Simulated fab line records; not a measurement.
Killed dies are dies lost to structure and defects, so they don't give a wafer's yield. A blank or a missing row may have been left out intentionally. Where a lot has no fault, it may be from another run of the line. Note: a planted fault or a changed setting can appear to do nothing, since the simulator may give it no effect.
fab line records	flow n5-finfet
record lots=7	wafers=19	last-day=17
route steps=1938 shown HKMG_FIN@444 BEOL_M4@1111
lots untouched by any fault: they come from a run of this same line in which no faults occurred
start-h: start of the lot's first displayed wafer, in hours after the record's first day	wait-h: how many hours have passed since the lot's step before this one	" identical to the entry in the row above	L1.1+2: a row that stands for several wafers	- no value present, or no start provided	* or withheld: withheld	< > ~ a bound
route shown NAME@n: a module of which the file shows steps, and the number in the route of the first	usual: the fault-free wafers' mean and standard deviation	same: alike in all rows	chamber/n: place in a boat	sites: per-site readings	_std_site: how widely they spread, as a standard deviation	_edge_site: mean of outer sites minus mean of inner sites	radius-mm: for every site, how far away it sits from the centre of the wafer	mask NAME#n: copy n	behind: the last tool/chamber to shape the wafer	hold: why the lot went on hold/how many hours it stayed there/how the hold came to an end	device: whichever transistor did not switch (one of n, p or np)	end of line: tests run on the same wafers once the route is complete	a step with no rows: only its recipe	killed: count of dies lost to structure and defects at first sort (not the wafer's yield)	map: a wafer's dies, marking killed ones x, the rest . and places with no die _
set.NAME: the setting the step ran with; set.NAME@STEP: the setting that earlier step ran with	model.NAME: the simulator's own value behind a step, which no gauge read
lots at selected steps of the route; one table per step, one row per wafer
services: when a tool's chamber went out of use (start-h, in hours from the record's first day, below 0 if earlier), for how many hours, and the reason
## steps
# step N5_HKMG_FIN_ETCH_86
# recipe chemistry=N2/H2	target=SOC	target-depth-a=3932	stop-on=TiN	ion-energy-ev=100	bias-w=61	pressure-mtorr=30	source-w=850	n2-flow-sccm=200	h2-flow-sccm=200
# step N5_HKMG_FIN_STRIP_89
# recipe chemistry=N2/H2	material=SOC	time-s=20	power-w=500	temp-c=40	pressure-mtorr=50	rf-frequency-hz=6e+07	bias-power-w=8	h2-frac=0.5	n2-flow-sccm=300	h2-flow-sccm=300
# step N5_HKMG_FIN_WET_ETCH_87
# recipe chemistry=SC1	target=TiN	mix=1:2:40	temp-c=50	time-s=154.2	target-depth-nm=4.7	dry=ipa-marangoni	rinse-time-s=30	rinse-temp-c=23
# step N5_HKMG_FIN_STRIP_88
# recipe chemistry=N2/H2	power-w=2500	temp-c=300	h2-frac=0.65	time-s=360	pressure-mtorr=withheld	n2-flow-sccm=1750	h2-flow-sccm=3250
# usual drypump-motor-current-A=5.9/0.56	heater-power-w=483/51
lot.wafer	tool	chamber	start-h	wait-h	drypump-motor-current-A	heater-power-w	rf-hours-counter-h
L970.1	plasma-asher-02	0	77.36	0.0	5.8	536	43
L970.4	"	1	"	"	6.6	453	-
L970.6	"	1	"	"	6.6	449	-
L977.2	plasma-asher-01	1	121.86	0.0	5.0	536	84
L977.3	"	0	"	"	5.9	415	-
L977.5	"	0	"	"	5.9	417	-
L978.4	plasma-asher-01	1	127.15	0.1	5.0	528	-
L978.6	"	0	"	"	5.8	411	-
L981.4	plasma-asher-02	1	144.73	0.1	6.6	454	-
L981.6	"	0	"	"	5.7	533	-
L982.2	plasma-asher-02	1	152.11	0.0	6.6	440	60
L982.3	"	1	"	"	6.6	448	-
L982.4	"	0	"	"	5.8	523	-
L987.3	plasma-asher-02	1	181.45	0.1	6.6	444	-
L987.4	"	0	"	"	5.8	537	-
L987.6	"	0	"	"	5.8	534	-
L991.1	plasma-asher-01	0	205.65	0.0	5.9	408	99
L991.5	"	0	"	"	5.9	402	-
L991.6	"	1	"	"	5.0	539	-
# step N5_HKMG_FIN_NWFM_ALD_20
# recipe material=TiAlC	target-thk-a=20	temp-c=300	ald-precursor-family=TiCl4	ald-co-reactant=TEA	pulse-time-s=3	purge-time-s=2	co-reactant-purge-time-s=2	co-reactant-pulse-time-s=10	ald-cycles=7	pressure-torr=3
# usual ald-cycles=7/0	heater-power-w=495/64	precursor-pulse-height-rel=0.999/0.021
lot.wafer	tool	chamber	start-h	wait-h	ald-cycles	heater-power-w	precursor-pulse-height-rel
L970.1	ald-metal-02	2	77.74	0.3	7	480	0.996
L970.4	"	1	"	"	7	616	0.990
L970.6	"	3	"	"	7	613	0.946
L977.2	ald-metal-04	1	122.24	0.3	7	497	0.995
L977.3	"	3	"	"	7	472	0.974
L977.5	"	3	"	"	7	488	0.955
L978.4	ald-metal-02	3	127.42	0.1	7	596	1.003
L978.6	"	2	"	"	7	481	0.997
L981.4	ald-metal-04	2	145.05	0.2	7	421	0.989
L981.6	"	1	"	"	7	486	0.990
L982.2	ald-metal-02	1	152.50	0.3	7	624	1.031
L982.3	"	0	"	"	7	512	1.007
L982.4	"	3	"	"	7	594	0.990
L987.3	ald-metal-01	0	181.72	0.1	7	488	1.003
L987.4	"	2	"	"	7	430	0.997
L987.6	"	3	"	"	7	551	1.031
L991.1	ald-metal-04	2	206.03	0.3	7	410	0.986
L991.5	"	1	"	"	7	506	1.027
L991.6	"	0	"	"	7	441	1.003
# step N5_HKMG_FIN_ALD_71
# recipe material=TiN	target-thk-a=10	temp-c=400	ald-precursor-family=TiCl4	ald-co-reactant=NH3	pulse-time-s=1	purge-time-s=3	co-reactant-purge-time-s=2	co-reactant-pulse-time-s=2	ald-cycles=47	pressure-torr=3
# step N5_HKMG_FIN_COAT_66
# recipe resist=SOC	temp-c=250	time-s=60	spin-rpm=1500	resist-thk-nm=300
# step N5_HKMG_FIN_ETCH_67
# recipe chemistry=N2/H2	target=SOC	target-depth-a=3889	stop-on=TiN	ion-energy-ev=100	bias-w=61	pressure-mtorr=30	source-w=850	n2-flow-sccm=200	h2-flow-sccm=200
# usual chamber-pressure-mTorr=30.00/0.031	drypump-motor-current-A=5.8/0.54	oes-product-au=0.78/0.1	rf-vpp-V=240.1/1.3	showerhead-plenum-p-Torr=2.50/0.08	throttle-valve-pct=17.83/0.2
lot.wafer	tool	chamber	start-h	wait-h	chamber-pressure-mTorr	drypump-motor-current-A	oes-product-au	rf-hours-counter-h	rf-vpp-V	showerhead-plenum-p-Torr	throttle-valve-pct
L970.1	rie-diel-01	1	78.18	-	29.98	6.7	0.70	221	240.8	2.51	18.21
L970.4	"	2	"	"	30.01	5.2	0.71	212	239.6	2.51	17.80
L970.6	"	2	"	"	29.98	5.2	0.70	-	240.9	2.51	17.79
L977.2	rie-diel-06	2	122.76	-	30.09	5.5	0.87	41	240.8	2.59	17.97
L977.3	"	1	"	"	30.04	4.9	0.81	100	240.1	2.56	17.51
L977.5	"	2	"	"	30.02	5.5	0.87	-	241.2	2.59	17.98
L978.4	rie-diel-06	1	127.89	-	30.01	4.9	0.81	-	241.1	2.56	17.53
L978.6	"	2	"	"	29.96	5.5	0.86	-	242.2	2.59	17.98
L981.4	rie-diel-01	2	145.47	-	29.97	5.1	0.68	-	239.1	2.50	17.84
L981.6	"	0	"	"	29.99	6.0	0.78	-	240.2	2.55	17.72
L982.2	rie-diel-02	0	152.98	-	30.00	5.6	0.72	177	236.8	2.43	17.98
L982.3	"	0	"	"	30.01	5.6	0.72	-	239.7	2.43	17.99
L982.4	"	1	"	"	29.92	5.4	0.67	-	241.1	2.39	17.79
L987.3	rie-diel-02	2	182.16	-	30.01	5.4	0.94	9	242.8	2.72	17.69
L987.4	"	0	"	"	29.99	5.6	0.72	188	240.3	2.42	17.99
L987.6	"	3	"	"	29.97	6.5	0.69	-	238.6	2.44	17.82
L991.1	rie-diel-02	1	206.58	-	30.03	5.4	0.65	245	238.7	2.38	17.83
L991.5	"	2	"	"	29.96	5.4	0.93	-	242.7	2.72	17.69
L991.6	"	3	"	"	30.03	6.6	0.68	-	241.0	2.43	17.85
# step N5_HKMG_FIN_STRIP_90
# recipe chemistry=N2/H2	material=SOC	time-s=20	power-w=500	temp-c=40	pressure-mtorr=50	rf-frequency-hz=6e+07	bias-power-w=8	h2-frac=0.5	n2-flow-sccm=300	h2-flow-sccm=300
# usual chamber-pressure-mTorr=50.00/0.045	drypump-motor-current-A=5.8/0.54	oes-product-au=0.79/0.11	power-w=500.0/1.5	rf-vpp-V=54.2/0.84	showerhead-plenum-p-Torr=3.30/0.1	throttle-valve-pct=19.08/0.27
lot.wafer	tool	chamber	start-h	wait-h	chamber-pressure-mTorr	drypump-motor-current-A	oes-product-au	power-w	rf-hours-counter-h	rf-vpp-V	showerhead-plenum-p-Torr	throttle-valve-pct
L970.1	rie-diel-01	1	78.24	0.0	50.08	6.7	0.71	501.4	221	53.2	3.32	19.34
L970.4	"	2	"	"	49.98	5.2	0.71	500.2	212	54.7	3.32	19.15
L970.6	"	2	"	"	49.92	5.2	0.71	502.7	-	54.8	3.32	19.14
L977.2	rie-diel-06	2	122.82	0.0	50.06	5.5	0.88	498.5	41	53.9	3.42	18.90
L977.3	"	1	"	"	50.02	4.9	0.81	499.4	100	53.7	3.38	18.74
L977.5	"	2	"	"	50.11	5.5	0.88	499.5	-	53.5	3.42	18.90
L978.4	rie-diel-06	1	127.95	0.0	50.03	4.9	0.80	497.6	-	54.1	3.38	18.76
L978.6	"	2	"	"	50.02	5.5	0.87	500.3	-	54.5	3.42	18.91
L981.4	rie-diel-01	2	145.53	0.0	50.01	5.2	0.68	498.1	-	56.1	3.30	19.20
L981.6	"	0	"	"	50.06	6.0	0.78	498.4	-	53.7	3.37	18.94
L982.2	rie-diel-02	0	153.07	0.1	49.98	5.6	0.74	500.8	178	53.4	3.21	19.50
L982.3	"	0	"	"	49.96	5.6	0.74	500.1	-	54.7	3.21	19.49
L982.4	"	1	"	"	50.00	5.4	0.67	500.8	-	53.9	3.17	18.94
L987.3	rie-diel-02	2	182.22	0.0	49.99	5.5	0.96	503.6	9	53.3	3.58	18.80
L987.4	"	0	"	"	49.96	5.6	0.73	503.9	188	52.6	3.21	19.52
L987.6	"	3	"	"	49.99	6.6	0.70	501.0	-	54.2	3.22	19.30
L991.1	rie-diel-02	1	206.64	0.0	49.95	5.4	0.65	501.2	245	55.2	3.16	18.98
L991.5	"	2	"	"	50.02	5.4	0.93	498.5	-	55.2	3.58	18.83
L991.6	"	3	"	"	49.92	6.6	0.69	497.5	-	55.1	3.22	19.31
# step N5_HKMG_FIN_WET_ETCH_73
# recipe chemistry=SC1	mix=1:2:40	temp-c=50	time-s=42.3	target-depth-nm=1.3	dry=ipa-marangoni	rinse-time-s=30	rinse-temp-c=23
# step N5_HKMG_FIN_ETCHBACK_68
# recipe chemistry=Cl2/Ar	stop-on=HfO2	target-depth-a=5	pressure-mtorr=10	icp-w=600	bias-w=60	Cl2_flow_sccm=40	Ar_flow_sccm=60
# step N5_HKMG_FIN_STRIP_69
# recipe chemistry=N2/H2	power-w=2500	temp-c=300	h2-frac=0.65	time-s=360	pressure-mtorr=withheld	n2-flow-sccm=1750	h2-flow-sccm=3250
# step N5_HKMG_FIN_ALD_21
# recipe material=TiN	target-thk-a=15	temp-c=400	ald-precursor-family=TiCl4	ald-co-reactant=NH3	pulse-time-s=1	purge-time-s=3	co-reactant-purge-time-s=2	co-reactant-pulse-time-s=2	ald-cycles=68	pressure-torr=3
# usual ald-cycles=68/0	heater-power-w=897/120	precursor-pulse-height-rel=0.998/0.02
lot.wafer	tool	chamber	start-h	wait-h	ald-cycles	heater-power-w	precursor-pulse-height-rel	model.TiN_of_HKMG_FIN_ALD_21.thk-nm
L970.1	ald-metal-01	3	78.92	0.3	68	980	0.998	1.6
L970.4	"	1	"	"	68	734	0.983	1.6
L970.6	"	1	"	"	68	723	0.989	1.6
L977.2	ald-metal-01	3	123.50	0.3	117	956	0.987	2.6
L977.3	"	1	"	"	68	709	0.984	1.6
L977.5	"	3	"	"	68	993	0.991	1.4
L978.4	ald-metal-01	3	128.61	0.2	117	956	1.018	2.6
L978.6	"	1	"	"	68	727	1.010	1.4
L981.4	ald-metal-01	1	146.19	0.1	117	744	1.035	2.6
L981.6	"	1	"	"	68	721	1.005	1.4
L982.2	ald-metal-04	2	153.80	0.3	68	767	1.023	1.6
L982.3	"	1	"	"	68	878	1.001	1.6
L982.4	"	0	"	"	68	778	0.993	1.6
L987.3	ald-metal-04	3	182.90	0.1	68	868	0.995	1.4
L987.4	"	1	"	"	68	909	1.002	1.4
L987.6	"	2	"	"	68	772	1.007	1.6
L991.1	ald-metal-04	1	207.37	0.3	68	868	0.995	1.4
L991.5	"	2	"	"	68	745	1.009	1.4
L991.6	"	3	"	"	68	837	0.980	1.4
# step N5_HKMG_FIN_ALD_72
# recipe material=W	target-thk-a=20	temp-c=300	pressure-torr=7.5	ald-precursor-family=WF6	ald-co-reactant=B2H6	pulse-time-s=1	purge-time-s=2	co-reactant-purge-time-s=2	co-reactant-pulse-time-s=3	ald-cycles=7
# usual ald-cycles=7/0	heater-power-w=490/27	precursor-pulse-height-rel=1.000/0.021
lot.wafer	tool	chamber	start-h	wait-h	ald-cycles	heater-power-w	precursor-pulse-height-rel
L970.1	cvd-w-02	0	79.29	0.2	7	517	0.983
L970.4	"	1	"	"	7	477	1.021
L970.6	"	1	"	"	7	463	0.986
L977.2	cvd-w-01	1	123.89	0.2	7	489	1.025
L977.3	"	1	"	"	7	485	0.983
L977.5	"	1	"	"	7	487	1.016
L978.4	cvd-w-02	0	128.99	0.2	7	521	1.018
L978.6	"	1	"	"	7	461	1.011
L981.4	cvd-w-02	0	146.57	0.2	7	509	1.025
L981.6	"	0	"	"	7	529	1.000
L982.2	cvd-w-01	1	154.17	0.2	7	482	1.009
L982.3	"	0	"	"	7	473	0.989
L982.4	"	1	"	"	7	496	1.037
L987.3	cvd-w-02	0	183.28	0.2	7	546	1.015
L987.4	"	1	"	"	7	475	0.988
L987.6	"	0	"	"	7	533	1.016
L991.1	cvd-w-01	0	207.74	0.2	7	464	0.977
L991.5	"	1	"	"	7	494	0.990
L991.6	"	0	"	"	7	447	0.969
# step N5_BEOL_M4_RC_MEAS_101
# usual DIBL_N=36.2/1.6	DIBL_P=36.1/2	IOFF_N=0.16/0.032	IOFF_P=0.22/0.036	ION_N=672/11	ION_P=463/7.5	SS_N=71.4/0.58	SS_P=73.2/0.67	VT_N=250/3.3	VT_P=-250/3.3
lot.wafer	tool	chamber	start-h	wait-h	DIBL_N[mV/V]	DIBL_P[mV/V]	IOFF_N[nA/um]	IOFF_P[nA/um]	ION_N[uA/um]	ION_P[uA/um]	SS_N[mV/dec]	SS_P[mV/dec]	VT_N[mV]	VT_P[mV]
L970.1	prober-02	0	172.82	0.0	37.3	39.4	0.17	0.19	680	459	71.3	73.7	249	-252
L970.4	"	0	"	"	37.8	39.4	0.17	0.19	680	452	71.4	73.7	251	-253
L970.6	"	0	"	"	36.9	37.5	0.14	0.17	659	448	71.0	73.1	254	-257
L977.2	prober-02	0	213.60	0.2	34.2	35.1	0.14	0.18	670	456	70.9	73.0	251	-256
L977.3	"	0	"	"	35.7	36.1	0.17	0.19	671	453	71.5	73.5	248	-253
L977.5	"	0	"	"	34.4	34.1	0.13	0.17	661	449	71.0	73.1	253	-258
L978.4	prober-01	0	220.71	0.5	35.3	35.0	0.17	0.23	680	467	70.9	72.8	246	-246
L978.6	"	0	"	"	35.2	34.9	0.15	0.22	666	466	70.9	72.9	249	-247
L981.4	prober-01	0	238.36	0.5	37.8	38.8	0.20	0.30	680	472	71.7	73.8	244	-244
L981.6	"	0	"	"	37.1	37.5	0.19	0.28	683	477	72.1	72.7	246	-242
L982.2	prober-02	0	247.13	0.2	34.8	35.3	0.16	0.23	689	477	70.9	72.6	246	-245
L982.3	"	0	"	"	37.3	37.4	0.20	0.27	690	472	71.5	74.3	248	-245
L982.4	"	0	"	"	38.0	37.1	0.20	0.25	686	471	71.9	73.0	246	-246
L987.3	prober-02	0	273.44	0.3	36.3	37.0	0.14	0.22	652	458	71.4	73.1	257	-250
L987.4	"	0	"	"	37.3	38.3	0.16	0.23	672	457	71.6	73.0	253	-249
L987.6	"	0	"	"	36.4	37.1	0.15	0.22	663	467	71.6	72.8	253	-250
L991.1	prober-02	0	294.82	0.0	34.8	34.8	0.14	0.20	667	461	70.8	72.5	252	-248
L991.5	"	0	"	"	36.3	34.7	0.16	0.19	667	459	72.1	73.4	253	-250
L991.6	"	0	"	"	35.2	34.6	0.13	0.19	668	463	71.0	73.1	254	-248
## services
tool	chamber	start-h	hours	kind
cvd-w-01	-	81.47	10.8	repair
ald-metal-01	0	90.26	-	calibration
plasma-asher-01	-	91.31	6.3	repair
rie-diel-02	-	96.68	28.1	pm
plasma-asher-01	-	101.17	5.2	repair
rie-diel-01	-	105.62	2.8	pm
cvd-w-01	-	106.75	2.8	pm
cvd-w-01	0	122.25	4.0	repair
rie-diel-02	3	126.12	3.5	repair
plasma-asher-02	-	138.12	2.8	pm
rie-diel-02	2	139.13	-	clean
rie-diel-02	2	139.13	-	consumable-replace:focus-ring
rie-diel-02	2	139.13	-	consumable-replace:showerhead
rie-diel-02	2	139.13	19.0	scheduled-down
rie-diel-02	2	139.13	19.0	vent-cycle
rie-diel-02	3	143.67	19.0	repair
cvd-w-02	-	148.95	6.0	pm
cvd-w-02	-	155.99	1.0	repair
cvd-w-02	-	160.02	0.6	repair
ald-metal-01	0	166.46	3.5	repair
ald-metal-01	2	175.13	6.4	repair
cvd-w-02	1	191.10	27.4	repair
ald-metal-04	-	195.52	1.3	repair
plasma-asher-01	-	206.39	29.2	repair
## key
first-sign step=N5_HKMG_FIN_ALD_21	reading=ald-cycles	direction=up	sigmas=99+	usual=*	struck=*
effect none on later readings
model-effect step=N5_HKMG_FIN_ALD_21	value=TiN_of_HKMG_FIN_ALD_21.thk-nm	without=1.4	struck=2.6
met-at N5_HKMG_FIN_ALD_21
struck-wafers L977.2,L978.4,L981.4
onset-between 78.92 123.50
fault kind=process-parameter-drift	tool=ald-metal-01	chamber=-	onset-h=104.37	steps=N5_HKMG_FIN_ALD_21	channel=ald-cycles	offset=*	shape=step	end-h=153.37	scope=struck-wafers-only	acts-in=*	stated=*
